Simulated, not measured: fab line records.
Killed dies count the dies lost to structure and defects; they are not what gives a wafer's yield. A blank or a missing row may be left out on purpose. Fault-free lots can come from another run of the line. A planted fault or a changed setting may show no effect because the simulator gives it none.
fab line records ; flow nandHarc
[record] lots = 12; wafers = 36; lastDay = 24
route steps=1159 shown A_SLIT@797 A_WL_FILL@822 END@1159
lots untouched by any fault: they come from a run of this same line in which no faults occurred
startH: hours from the record's first day to the start of the lot's first wafer shown ; waitH: hours elapsed since this lot's preceding step ; " same as the row above ; L1.1+2: several wafers, shown together as one row ; - no value, or no start given ; * or withheld: withheld ; < > ~ a bound
route shown NAME@n: a module of which the file shows steps, and the number in the route of the first ; usual: mean/standard deviation of fault-free wafers ; same: alike in all rows ; chamber/n: place in a boat ; sites: per-site readings ; _std_site: their standard deviation ; _edge_site: mean of outer sites minus mean of inner sites ; radiusMm: for every site, how far away it sits from the centre of the wafer ; mask NAME#n: copy n ; behind: the tool/chamber that last shaped the wafer ; hold: what put the lot on hold/how long, in hours/how the hold closed ; device: which transistor (n, p or np) failed to switch ; end of line: tests run on the same wafers once the route is complete ; a step with no rows: only its recipe ; killed: dies lost to structure and defects at the first sort, not the wafer's yield ; map: dies across one wafer; x = killed, . = not, _ = none there
set.NAME: the setting as run; set.NAME@STEP: as run at that earlier step ; model.NAME: the simulator's own value behind a step, which no gauge read
the route's steps for a sample of lots (tables are steps, rows are wafers)
services: a tool's chamber out of use, with start hour (startH, from the record's first day; less than 0 if before it), hours out, and reason
[[steps]]
[step NHARC_A_SLIT_ETCH_26]
[recipe] biasV = 400; sourceW = 2000; pressureMtorr = 25; timeS = 90; arFlowSccm = 375; c4f8FlowSccm = 41.7; o2FlowSccm = 83.3; targetDepthA = 4000; chemistry = C4F8/O2/Ar
[usual] biasV = 401/3.6; chamberPressureMTorr = 25.000/0.021; drypumpMotorCurrentA = 5.6/0.35; showerheadPlenumPTorr = 3.74/0.15; throttleValvePct = 27.619/0.0085
lot.wafer;tool;chamber;startH;waitH;biasV;chamberPressureMTorr;drypumpMotorCurrentA;rfHoursCounterH;showerheadPlenumPTorr;throttleValvePct
L474.2;harEtch-01;0;334.69;1.2;406;25.015;6.0;5;3.84;27.627
L474.3;harEtch-01;1;334.69;1.2;398;24.976;5.1;-;3.84;27.614
L474.5;harEtch-01;1;334.69;1.2;398;24.993;5.1;-;3.84;27.618
L475.2;harEtch-02;1;334.88;1.0;399;25.008;5.9;179;3.88;27.620
L475.6;harEtch-02;0;334.88;1.0;404;24.979;5.4;-;3.53;27.623
L475.5;harEtch-02;1;334.88;1.0;396;24.998;5.9;-;3.88;27.604
L477.2;harEtch-02;0;344.56;1.0;391;25.014;5.5;185;3.53;27.612
L477.3;harEtch-02;1;344.56;1.0;401;25.019;5.9;-;3.87;27.621
L477.4;harEtch-02;0;344.56;1.0;393;25.009;5.5;-;3.53;27.622
L476.2;harEtch-01;1;345.82;1.2;407;24.981;5.1;15;3.83;27.615
L476.1;harEtch-01;0;345.82;1.2;401;25.004;6.1;15;3.83;27.620
L476.6;harEtch-01;1;345.82;1.2;406;25.014;5.1;-;3.83;27.614
L478.1;harEtch-02;0;346.22;1.2;403;25.008;5.5;186;3.53;27.621
L478.2;harEtch-02;1;346.22;1.2;398;25.016;5.9;186;3.87;27.627
L478.3;harEtch-02;1;346.22;1.2;400;24.984;5.8;-;3.87;27.618
L481.2;harEtch-01;1;358.01;1.2;395;25.016;5.2;20;3.83;27.615
L481.3;harEtch-01;0;358.01;1.2;398;25.015;6.1;-;3.83;27.624
L481.5;harEtch-01;1;358.01;1.2;398;24.993;5.1;-;3.83;27.618
L479.2;harEtch-01;1;366.49;1.2;402;24.961;5.1;22;3.83;27.630
L479.3;harEtch-01;1;366.49;1.2;407;25.008;5.1;-;3.83;27.619
L479.4;harEtch-01;0;366.49;1.2;397;25.020;6.1;-;3.83;27.607
L483.2;harEtch-02;1;376.22;1.0;401;24.998;5.9;201;3.86;27.620
L483.3;harEtch-02;0;376.22;1.0;401;24.966;5.4;-;3.52;27.627
L483.4;harEtch-02;1;376.22;1.0;399;24.999;5.9;-;3.86;27.620
L484.2;harEtch-02;0;389.04;1.2;399;24.954;5.4;203;3.52;27.616
L484.1;harEtch-02;1;389.04;1.2;405;25.026;5.9;203;3.86;27.612
L484.6;harEtch-02;0;389.04;1.2;397;24.982;5.5;-;3.52;27.608
L491.2;harEtch-02;0;432.61;1.0;400;25.032;5.4;222;3.51;27.604
L491.6;harEtch-02;1;432.61;1.0;395;25.014;5.8;-;3.85;27.616
L491.5;harEtch-02;0;432.61;1.0;397;25.008;5.5;-;3.51;27.613
L492.1;harEtch-01;1;437.28;1.3;400;24.968;5.2;56;3.81;27.647
L492.2;harEtch-01;0;437.28;1.3;398;25.020;6.1;56;3.81;27.632
L492.4;harEtch-01;1;437.28;1.3;401;24.963;5.1;-;3.81;27.615
L497.1;harEtch-02;0;456.67;1.2;398;25.024;5.4;229;3.50;27.616
L497.2;harEtch-02;1;456.67;1.2;403;24.974;5.9;229;3.85;27.618
L497.4;harEtch-02;0;456.67;1.2;401;24.986;5.4;-;3.50;27.631
[step NHARC_A_WL_FILL_ALD_10]
[recipe] targetThkA = 500; pulseTimeS = 10; aldCycles = 500; tempC = 300; material = SiO2
[usual] heaterPowerW = 469/37; precursorPulseHeightRel = 1.000/0.019
lot.wafer;tool;chamber;startH;waitH;heaterPowerW;precursorPulseHeightRel
L474.3;aldHk-01;0;359.61;0.1;486;0.987
L474.2;aldHk-01;1;359.61;0.1;513;1.028
L474.5;aldHk-01;0;361.64;2.1;478;1.021
L475.2;aldHk-04;0;360.12;0.6;475;0.984
L475.6;aldHk-04;3;361.65;2.1;461;0.983
L475.5;aldHk-04;0;361.65;2.1;469;1.014
L477.2;aldHk-02;0;363.90;0.1;416;0.980
L477.3;aldHk-02;2;364.92;1.1;448;1.030
L477.4;aldHk-02;3;364.92;1.1;469;1.011
L476.1;aldHk-01;2;364.42;0.6;496;0.984
L476.2;aldHk-01;3;364.42;0.6;449;0.972
L476.6;aldHk-01;1;365.96;2.1;504;0.992
L478.2;aldHk-02;1;370.08;0.6;506;0.977
L478.1;aldHk-02;2;370.08;0.6;446;0.988
L478.3;aldHk-02;3;370.08;0.6;483;0.987
L481.2;aldHk-01;1;380.52;1.8;512;1.012
L481.3;aldHk-01;3;381.54;2.9;449;0.996
L481.5;aldHk-01;1;382.56;3.9;503;0.997
L479.2;aldHk-01;3;391.87;0.1;456;0.992
L479.3;aldHk-01;0;391.87;0.1;488;0.982
L479.4;aldHk-01;1;391.87;0.1;504;0.984
L483.3;aldHk-02;0;403.61;0.0;420;0.990
L483.4;aldHk-02;1;403.61;0.0;511;1.011
L483.2;aldHk-02;2;403.61;0.0;453;0.985
L484.2;aldHk-02;3;413.46;0.6;473;0.981
L484.1;aldHk-02;0;413.46;0.6;418;1.004
L484.6;aldHk-02;3;415.50;2.6;471;0.985
L491.2;aldHk-04;1;453.31;0.1;401;1.004
L491.5;aldHk-04;1;457.46;4.2;396;0.991
L491.6;aldHk-04;2;458.50;5.2;514;1.009
L492.1;aldHk-01;2;459.12;0.1;466;1.015
L492.4;aldHk-01;3;459.12;0.1;427;0.971
L492.2;aldHk-01;0;459.12;0.1;480;1.007
L497.4;aldHk-02;1;475.60;0.0;514;0.995
L497.2;aldHk-02;2;475.60;0.0;462;1.001
L497.1;aldHk-02;3;475.60;0.0;494;0.982
[step NHARC_A_WL_FILL_ETCHBACK_16]
[recipe] targetDepthA = 880; timeS = 17.6; c4f8FlowSccm = withheld; o2FlowSccm = 8; arFlowSccm = withheld; rfW = 600; biasW = 800; chemistry = C4F8/O2/Ar
[usual] chamberPressureMTorr = 25.001/0.024; oesProductAu = 0.984/0.026; rfVppV = 722/3.3
lot.wafer;tool;chamber;startH;waitH;chamberPressureMTorr;oesProductAu;rfHoursCounterH;rfVppV
L474.3;rieDiel-10;2;-;-;25.009;1.002;0;719
L474.2;rieDiel-10;1;-;-;25.007;1.003;0;721
L474.5;rieDiel-10;2;-;-;24.994;1.005;-;720
L475.2;rieDiel-03;3;-;-;25.001;0.994;10;728
L475.5;rieDiel-03;1;-;-;25.043;0.992;-;725
L475.6;rieDiel-03;3;-;-;24.970;0.992;-;727
L477.4;rieDiel-09;3;-;-;25.002;0.992;4;718
L477.2;rieDiel-09;1;-;-;25.045;0.999;4;728
L477.3;rieDiel-09;2;-;-;24.951;1.000;4;719
L476.1;rieDiel-03;2;-;-;24.983;1.006;11;725
L476.2;rieDiel-03;3;-;-;25.027;0.995;10;727
L476.6;rieDiel-03;1;-;-;24.983;0.985;-;724
L478.1;rieDiel-10;2;-;-;24.969;1.008;0;720
L478.3;rieDiel-10;3;-;-;24.967;0.983;0;718
L478.2;rieDiel-10;1;-;-;24.985;1.006;0;721
L481.3;rieDiel-03;2;-;-;25.040;0.999;11;724
L481.2;rieDiel-03;3;-;-;24.980;0.991;10;726
L481.5;rieDiel-03;3;-;-;24.986;0.989;-;725
L479.4;rieDiel-10;2;-;-;25.000;0.959;0;720
L479.2;rieDiel-10;3;-;-;25.020;0.962;1;716
L479.3;rieDiel-10;0;-;-;24.998;0.980;0;723
L483.2;rieDiel-09;0;-;-;25.069;0.926;5;722
L483.3;rieDiel-09;2;-;-;25.001;0.928;5;720
L483.4;rieDiel-09;2;-;-;24.975;0.927;-;719
L484.1;rieDiel-10;0;-;-;25.000;0.977;1;722
L484.2;rieDiel-10;1;-;-;25.025;0.972;1;721
L484.6;rieDiel-10;2;-;-;25.006;0.975;-;719
L491.2;rieDiel-09;2;-;-;24.999;0.998;0;719
L491.6;rieDiel-09;3;-;-;24.951;0.991;-;717
L491.5;rieDiel-09;0;-;-;24.991;1.002;-;723
L492.4;rieDiel-03;1;-;-;24.994;1.012;6;725
L492.1;rieDiel-03;2;-;-;24.981;1.007;4;723
L492.2;rieDiel-03;3;-;-;25.010;1.000;6;727
L497.1;rieDiel-10;2;-;-;25.011;1.004;3;720
L497.4;rieDiel-10;3;-;-;24.995;0.996;3;718
L497.2;rieDiel-10;1;-;-;24.966;0.998;3;723
[step NHARC_A_WL_FILL_ETCHBACK_26]
[recipe] targetDepthA = 520; timeS = 13.3; hbrFlowSccm = 150; rfW = 350; icpW = 350; biasW = 60; chemistry = HBr
[usual] chamberPressureMTorr = 15.001/0.013; drypumpMotorCurrentA = 5.7/0.52; oesProductAu = 0.999/0.0072; throttleValvePct = 23.267/0.0088
lot.wafer;tool;chamber;startH;waitH;chamberPressureMTorr;drypumpMotorCurrentA;oesProductAu;rfHoursCounterH;throttleValvePct
L474.2;rieSi-05;2;369.79;0.4;15.023;5.0;1.003;0.9;23.271
L474.3;rieSi-05;1;369.79;0.4;15.001;5.2;1.017;0.9;23.258
L474.5;rieSi-05;2;369.79;0.4;15.012;5.0;1.008;-;23.275
L475.2;rieSi-04;3;369.79;0.4;15.011;5.7;0.997;0.7;23.271
L475.6;rieSi-04;3;369.79;0.4;14.988;5.7;1.002;-;23.263
L475.5;rieSi-04;0;369.79;0.4;14.999;5.6;1.003;-;23.260
L477.2;rieSi-04;2;373.93;0.4;15.016;5.7;1.010;0.8;23.273
L477.3;rieSi-04;3;373.93;0.4;14.977;5.7;1.003;0.7;23.248
L477.4;rieSi-04;0;373.93;0.4;15.019;5.5;1.012;0.5;23.273
L476.1;rieSi-02;3;373.93;0.4;15.007;5.5;0.997;1.0;23.254
L476.2;rieSi-02;1;373.93;0.4;15.005;6.5;1.005;1.0;23.244
L476.6;rieSi-02;0;373.93;0.4;15.011;4.8;1.004;-;23.259
L478.1;rieSi-02;1;379.60;0.4;15.001;6.5;0.995;1.0;23.274
L478.3;rieSi-02;2;379.60;0.4;15.011;6.2;1.004;1.0;23.269
L478.2;rieSi-02;0;379.60;0.4;14.989;4.8;1.002;1.0;23.268
L481.2;rieSi-04;1;390.10;0.4;15.009;5.6;0.996;0.8;23.257
L481.3;rieSi-04;2;390.10;0.4;14.979;5.7;0.998;0.9;23.265
L481.5;rieSi-04;0;390.10;0.4;14.998;5.6;0.999;-;23.272
L479.4;rieSi-05;1;402.02;0.4;15.007;5.2;1.012;1.2;23.286
L479.2;rieSi-05;3;402.02;0.4;14.996;5.7;0.999;1.1;23.258
L479.3;rieSi-05;0;402.02;0.4;14.999;6.4;0.993;1.1;23.262
L483.4;rieSi-05;3;413.60;0.4;14.998;5.7;0.995;1.1;23.267
L483.3;rieSi-05;0;413.60;0.4;14.981;6.4;1.005;1.1;23.267
L483.2;rieSi-05;1;413.60;0.4;14.989;5.2;1.003;1.2;23.267
L484.1;rieSi-02;3;423.14;0.4;14.994;5.5;1.000;0.2;23.266
L484.2;rieSi-02;0;423.14;0.4;14.981;4.8;0.995;0.1;23.260
L484.6;rieSi-02;3;423.14;0.4;14.989;5.5;1.003;-;23.281
L491.2;rieSi-05;0;466.51;0.4;15.006;6.4;0.825;0.2;23.271
L491.5;rieSi-05;0;466.51;0.4;15.002;6.4;0.831;-;23.267
L491.6;rieSi-05;1;466.51;0.4;15.019;5.2;1.008;-;23.279
L492.1;rieSi-05;3;469.39;0.4;14.989;5.7;1.001;0.3;23.276
L492.2;rieSi-05;0;469.39;0.4;14.978;6.4;0.826;0.3;23.258
L492.4;rieSi-05;2;469.39;0.4;15.004;5.0;1.003;0.5;23.253
L497.2;rieSi-04;2;485.64;0.4;14.992;5.7;0.995;0.2;23.274
L497.4;rieSi-04;3;485.64;0.4;15.004;5.7;0.986;0.2;23.264
L497.1;rieSi-04;0;485.64;0.4;15.006;5.5;0.993;0.1;23.270
[step NHARC_END_SORT_01]
[recipe] tempC = 25
[usual] killedAtArray = 29/12; killedAtOther = 0.7/1; killedAtPeriphery = 4/3.2; killedDies = 34/12; killedOpen = 3.4/2; killedShort = 1.8/1.3
[same] grossDies = 677
lot.wafer;tool;chamber;startH;waitH;killedAtArray;killedAtOther;killedAtPeriphery;killedDies;killedOpen;killedShort
L476.1;prober-02;0;468.67;2.5;19;0;0;19;3;1
L476.2;prober-02;0;469.46;2.8;20;0;2;22;2;0
L476.6;prober-02;0;472.61;3.9;20;0;3;23;2;0
L481.2;prober-01;0;482.21;2.8;25;1;1;27;4;2
L481.3;prober-01;0;483.00;3.1;27;1;2;30;4;4
L481.5;prober-01;0;484.58;3.7;21;0;3;24;7;2
L484.1;prober-01;0;497.28;2.5;36;0;3;39;1;2
L484.2;prober-01;0;498.07;2.8;34;0;3;37;3;1
L484.6;prober-01;0;501.26;4.0;35;0;2;37;2;2
// killed by level:class
L476.1 A_CHANNEL_HOLE_D1:chamberFilmFlake=6 A_CONTACT:chamberFilmFlake=4 A_M0:chamberFilmFlake=4 A_ONON_D1:geometricParticle:open=1 A_CHANNEL_HOLE_D1:geometricParticle:short=1 A_WL_FILL:geometricParticle:open=1 A_BLC:geometricParticle:open=1 A_STAIRCASE:chamberFilmFlake=1
L476.2 A_CHANNEL_HOLE_D1:chamberFilmFlake=12 A_STAIRCASE:chamberFilmFlake=4 A_CONTACT:chamberFilmFlake=2 P_GATE:geometricParticle:open=1 A_SGD_CUT:geometricParticle:open=1 P_ZERO_WELL:chamberFilmFlake=1 A_SLIT:chamberFilmFlake=1
L476.6 A_CHANNEL_HOLE_D1:chamberFilmFlake=14 A_STAIRCASE:chamberFilmFlake=2 P_M0:geometricParticle:open=1 A_BLC:geometricParticle:open=1 P_ZERO_WELL:chamberFilmFlake=1 P_GATE:chamberFilmFlake=1 A_ZERO_WELL:chamberFilmFlake=1 A_SLIT:chamberFilmFlake=1
L481.2 A_CHANNEL_HOLE_D1:chamberFilmFlake=13 A_ONON_D1:geometricParticle:open=2 A_STAIRCASE:chamberFilmFlake=2 A_CONTACT:chamberFilmFlake=2 A_BONDPAD:chamberFilmFlake=2 A_CHANNEL_FILL_D1:geometricParticle:open=1 A_WL_FILL:geometricParticle:short=1 A_BLC:geometricParticle:short=1
L481.3 A_CHANNEL_HOLE_D1:chamberFilmFlake=13 A_STAIRCASE:chamberFilmFlake=5 P_CONTACT:geometricParticle:short=1 P_M0:geometricParticle:open=1 A_ONON_D1:geometricParticle:short=1 A_WL_FILL:geometricParticle:short=1 A_WL_FILL:geometricParticle:open=1 A_CONTACT:geometricParticle:open=1
L481.5 A_CHANNEL_HOLE_D1:chamberFilmFlake=10 A_WL_FILL:chamberFilmFlake=3 A_WL_FILL:geometricParticle:short=2 A_CONTACT:geometricParticle:open=2 P_CONTACT:geometricParticle:open=1 P_M0:geometricParticle:open=1 A_SOURCE_PLATE:geometricParticle:open=1 A_ONON_D1:geometricParticle:open=1
L484.1 A_CHANNEL_HOLE_D1:chamberFilmFlake=16 A_SLIT:chamberFilmFlake=14 A_STAIRCASE:chamberFilmFlake=3 A_CONTACT:chamberFilmFlake=2 P_CONTACT:geometricParticle:open=1 P_CONTACT:geometricParticle:short=1 A_CHANNEL_FILL_D1:geometricParticle:short=1 P_GATE:chamberFilmFlake=1
L484.2 A_SLIT:chamberFilmFlake=16 A_CHANNEL_HOLE_D1:chamberFilmFlake=8 A_CONTACT:chamberFilmFlake=4 P_GATE:chamberFilmFlake=2 A_STAIRCASE:chamberFilmFlake=2 P_M2:geometricParticle:open=1 A_CHANNEL_HOLE_D1:geometricParticle:open=1 A_CONTACT:geometricParticle:short=1
L484.6 A_SLIT:chamberFilmFlake=12 A_CHANNEL_HOLE_D1:chamberFilmFlake=10 A_STAIRCASE:chamberFilmFlake=3 A_WL_FILL:chamberFilmFlake=3 A_CONTACT:chamberFilmFlake=3 P_CONTACT:geometricParticle:short=1 A_SGD_CUT:geometricParticle:short=1 A_WL_FILL:geometricParticle:open=1
[[services]]
tool;chamber;startH;hours;kind
rieDiel-09;0;318.71;3.8;repair
harEtch-01;0;323.56;-;clean
harEtch-01;0;323.56;-;consumableReplace:focusRing
harEtch-01;1;323.56;-;clean
harEtch-01;1;323.56;-;consumableReplace:focusRing
rieDiel-03;0;331.52;132.0;repair
rieDiel-10;0;332.62;-;clean
rieDiel-10;1;332.62;-;clean
rieDiel-10;2;332.62;-;clean
rieDiel-10;2;335.34;8.8;repair
rieDiel-03;1;351.85;5.0;repair
rieDiel-10;-;353.50;9.0;pm
aldHk-02;-;362.36;1.2;repair
rieDiel-10;0;373.31;14.8;repair
rieSi-02;-;388.00;9.0;pm
rieDiel-03;-;392.42;9.0;pm
rieDiel-09;3;402.09;15.4;repair
aldHk-01;-;409.12;10.0;pm
rieSi-05;-;416.00;9.0;pm
rieDiel-09;-;431.10;9.0;pm
rieDiel-10;1;441.33;2.3;repair
rieSi-04;-;453.06;9.0;pm
rieDiel-10;-;453.97;0.2;repair
rieDiel-03;2;474.74;12.6;repair
[[key]]
[firstSign] step = NHARC_A_WL_FILL_ETCHBACK_26; reading = oesProductAu; direction = down; sigmas = 24; usual = 0.999; struck = 0.827
effect none on later readings
metAt NHARC_A_WL_FILL_ETCHBACK_26
struckLots L491,L492
struckWafers L491.2,L491.5,L492.2
testerLeftOut L491,L492
notActingAt NHARC_A_SLIT_ETCH_26,NHARC_A_WL_FILL_ALD_10,NHARC_A_WL_FILL_ETCHBACK_16
onsetBetween 413.60 466.51
[fault] kind = processParameterDrift; tool = rieSi-05; chamber = 0; onsetH = 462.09; steps = NHARC_A_WL_FILL_ETCHBACK_26; channel = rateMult; offset = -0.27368; shape = step; endH = 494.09
// testerLeftOut: of these lots the tester's yield and bins aren't shown, on N5 and GAA mostly nor the transistor test; their killed dies are dies lost to structure and defects alone, not to doping, threshold or leakage, so they don't give the yield
